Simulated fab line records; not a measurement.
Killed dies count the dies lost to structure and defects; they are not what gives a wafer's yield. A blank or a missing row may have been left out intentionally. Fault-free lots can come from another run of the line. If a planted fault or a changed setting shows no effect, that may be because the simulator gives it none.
Chamber matching :: flow nandHarc :: rieDiel-01 running NHARC_A_STAIRCASE_ETCH_313: 4 sister chambers
The step etches the open film in CF4/CHF3. 4 wafers are shown with their chamber, then 9 later ones without.

## WAFERS, EACH WITH ITS CHAMBER
wafer: L086.1
chamber: 0
drypumpMotorCurrentA (A): 5.9

wafer: L089.1
chamber: 1
drypumpMotorCurrentA (A): 4.8

wafer: L089.3
chamber: 3
drypumpMotorCurrentA (A): 5.4

wafer: L089.4
chamber: 2
drypumpMotorCurrentA (A): 6.2

## WAFERS MISSING THEIR CHAMBER
wafer: L092.3
drypumpMotorCurrentA (A): 5.9

wafer: L092.4
drypumpMotorCurrentA (A): 6.2

wafer: L092.6
drypumpMotorCurrentA (A): 5.9

wafer: L094.2
drypumpMotorCurrentA (A): 4.8

wafer: L094.3
drypumpMotorCurrentA (A): 5.3

wafer: L094.4
drypumpMotorCurrentA (A): 6.2

wafer: L093.1
drypumpMotorCurrentA (A): 6.2

wafer: L093.3
drypumpMotorCurrentA (A): 5.4

wafer: L093.6
drypumpMotorCurrentA (A): 4.7

## WHICH CHAMBER EACH ONE RAN IN
wafer: L092.3
from the rows above: 0
in truth: 0

wafer: L092.4
from the rows above: 2
in truth: 2

wafer: L092.6
from the rows above: 0
in truth: 0

wafer: L094.2
from the rows above: 1
in truth: 1

wafer: L094.3
from the rows above: 3
in truth: 3

wafer: L094.4
from the rows above: 2
in truth: 2

wafer: L093.1
from the rows above: 2
in truth: 2

wafer: L093.3
from the rows above: 3
in truth: 3

wafer: L093.6
from the rows above: 1
in truth: 1
Placed correctly: 9 of 9. Number that these rows cannot place: 0. Placed wrongly: 0.
How it was worked out, from the rows above alone: a wafer's distance from a chamber is the root of the sum, over the readings, of the square of ((its reading less the chamber's mean) divided by the reading's scatter). If the next closest chamber is less than 2 further off than the closest, the wafer can't be placed; otherwise it belongs to the closest. A chamber's mean is the mean of its shown wafers. The scatter: with one shown wafer a chamber, the root of the mean of the squares of how far each hidden wafer lies from its nearest shown one.
